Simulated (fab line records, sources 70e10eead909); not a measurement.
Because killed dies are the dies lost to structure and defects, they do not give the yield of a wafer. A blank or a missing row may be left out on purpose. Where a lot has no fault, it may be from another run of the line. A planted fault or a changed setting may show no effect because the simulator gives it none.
Which tool did it? | flow nand-harc | 12 lots with 36 wafers sampled at 6 steps, on a route of 1302 steps

== WHAT THE GAUGES READ, wafer by wafer ==
NHARC_A_BLC_CD_MEAS_19.
lot  | measured     | on        | cd-nm (nm)
L076 | day 23 05:21 | cd-sem-01 | 96.0 97.9 100.5
L078 | day 25 05:13 | cd-sem-02 | 98.2 100.2 101.4
L077 | day 25 13:40 | cd-sem-03 | 103.7 100.8 101.7
L081 | day 25 20:58 | cd-sem-02 | 99.9 101.6 96.4
L084 | day 26 19:41 | cd-sem-03 | 104.6 103.9 105.2
L085 | day 27 06:12 | cd-sem-01 | 101.6 100.4 97.2
L087 | day 28 02:53 | cd-sem-03 | 100.6 103.3 102.8
L088 | day 28 19:07 | cd-sem-03 | 100.8 99.8 102.3
L092 | day 30 11:43 | cd-sem-02 | 100.3 98.5 102.5
L093 | day 31 00:43 | cd-sem-03 | 104.5 99.0 93.2
L095 | day 31 06:01 | cd-sem-03 | 99.4 98.2 101.5
L096 | day 31 19:17 | cd-sem-03 | 97.3 106.8 101.2

== WHICH TOOL RAN EACH LOT (tool, then ch and the chambers of the sampled wafers, then the start) ==
lot  | NHARC_A_CONTACT_ETCH_126             | NHARC_A_CONTACT_ETCH_132             | NHARC_A_CONTACT_ETCH_30                       | NHARC_A_CONTACT_ETCH_137             | NHARC_A_CONTACT_ALD_18
L076 | har-cap-etch-03 ch 0,1, day 22 15:10 | har-cap-etch-03 ch 0,1, day 22 16:14 | rie-diel-09 ch 0,1,2, day 22 23:34 or earlier | har-cap-etch-01 ch 0,1, day 22 23:34 | ald-metal-02 ch 0,2,3, day 23 02:13
L078 | har-cap-etch-02 ch 1, day 24 10:03   | har-cap-etch-02 ch 1, day 24 11:07   | rie-diel-03 ch 1,3, day 24 23:32 or earlier   | har-cap-etch-03 ch 0,1, day 24 23:32 | ald-metal-01 ch 0,2,3, day 25 01:53
L077 | har-cap-etch-02 ch 0,1, day 24 19:56 | har-cap-etch-02 ch 0,1, day 24 21:00 | rie-diel-03 ch 2,3, day 25 08:16 or earlier   | har-cap-etch-02 ch 0,1, day 25 08:16 | ald-metal-02 ch 0,2,3, day 25 10:34
L081 | har-cap-etch-03 ch 0,1, day 25 06:08 | har-cap-etch-03 ch 0,1, day 25 07:32 | rie-diel-03 ch 0,1,2, day 25 15:04 or earlier | har-cap-etch-03 ch 0,1, day 25 15:04 | ald-metal-03 ch 0,1, day 25 17:47
L084 | har-cap-etch-02 ch 0,1, day 26 06:00 | har-cap-etch-02 ch 0,1, day 26 07:25 | rie-diel-03 ch 0,1,2, day 26 14:21 or earlier | har-cap-etch-02 ch 0,1, day 26 14:21 | ald-metal-03 ch 0,2,3, day 26 16:38
L085 | har-cap-etch-03 ch 0,1, day 26 16:20 | har-cap-etch-03 ch 0,1, day 26 17:46 | rie-diel-03 ch 0,1,2, day 27 00:43 or earlier | har-cap-etch-02 ch 0,1, day 27 00:43 | ald-metal-02 ch 0,1,2, day 27 02:58
L087 | har-cap-etch-03 ch 0,1, day 27 11:34 | har-cap-etch-03 ch 0,1, day 27 12:37 | rie-diel-09 ch 0,1,3, day 27 21:37 or earlier | har-cap-etch-02 ch 0,1, day 27 21:37 | ald-metal-03 ch 0,2,3, day 27 23:54
L088 | har-cap-etch-02 ch 0,1, day 28 04:31 | har-cap-etch-02 ch 0,1, day 28 05:35 | rie-diel-02 ch 1,2,3, day 28 13:36 or earlier | har-cap-etch-02 ch 0,1, day 28 13:36 | ald-metal-03 ch 0,1,3, day 28 15:52
L092 | har-cap-etch-01 ch 0,1, day 29 20:41 | har-cap-etch-01 ch 0,1, day 29 21:44 | rie-diel-03 ch 0,2,3, day 30 06:19 or earlier | har-cap-etch-02 ch 0,1, day 30 06:19 | ald-metal-03 ch 1,2,3, day 30 08:34
L093 | har-cap-etch-03 ch 0,1, day 30 06:31 | har-cap-etch-03 ch 0,1, day 30 07:34 | rie-diel-02 ch 0,1,3, day 30 19:12 or earlier | har-cap-etch-02 ch 0, day 30 19:12   | ald-metal-01 ch 0,2,3, day 30 21:35
L095 | har-cap-etch-03 ch 0,1, day 30 15:43 | har-cap-etch-03 ch 0,1, day 30 16:46 | rie-diel-02 ch 1,2,3, day 31 00:28 or earlier | har-cap-etch-02 ch 0,1, day 31 00:28 | ald-metal-02 ch 0,2,3, day 31 02:45
L096 | har-cap-etch-01 ch 0,1, day 31 06:01 | har-cap-etch-01 ch 0,1, day 31 07:04 | rie-diel-03 ch 0,1,2, day 31 13:52 or earlier | har-cap-etch-03 ch 0,1, day 31 13:52 | ald-metal-01 ch 0,2,3, day 31 16:07
- NHARC_A_CONTACT_ETCH_126: etches the open film in C4F8/O2/Ar, time 197 s, target depth 1918 nm.
- NHARC_A_CONTACT_ETCH_132: etches the open film in C4F8/O2/Ar, time 197 s, target depth 1924 nm.
- NHARC_A_CONTACT_ETCH_30: etches the open film in CF4/CHF3, target depth 72.6 nm, time 36.3 s.
- NHARC_A_CONTACT_ETCH_137: etches the open film in C4F8/O2/Ar, time 311 s, target depth 1912 nm.
- NHARC_A_CONTACT_ALD_18: deposits TiN, target thk 3 nm, pulse time 1 s, ald cycles 150.

== THE ANSWER, worked out from the rows above alone ==
Rule: the usual values come from the lots themselves. Put in order of their means at a reading, lots are off if they are a third of the lots or fewer, leave a main group of 4 or more, and stand apart from it by a gap of 3 or more times the standard deviation of the main group's means; of several such gaps the widest counts. The tables above print the reading to a certain number of digits; a main group whose means all agree to those digits is not used. A lot without any number at a reading at which 4 lots or more have one is off too. All remaining lots with rows at the step are treated as sound.
No lot is off at any reading shown: from this, nothing can be told.

== WHAT THE SIMULATOR HAD INSERTED ==
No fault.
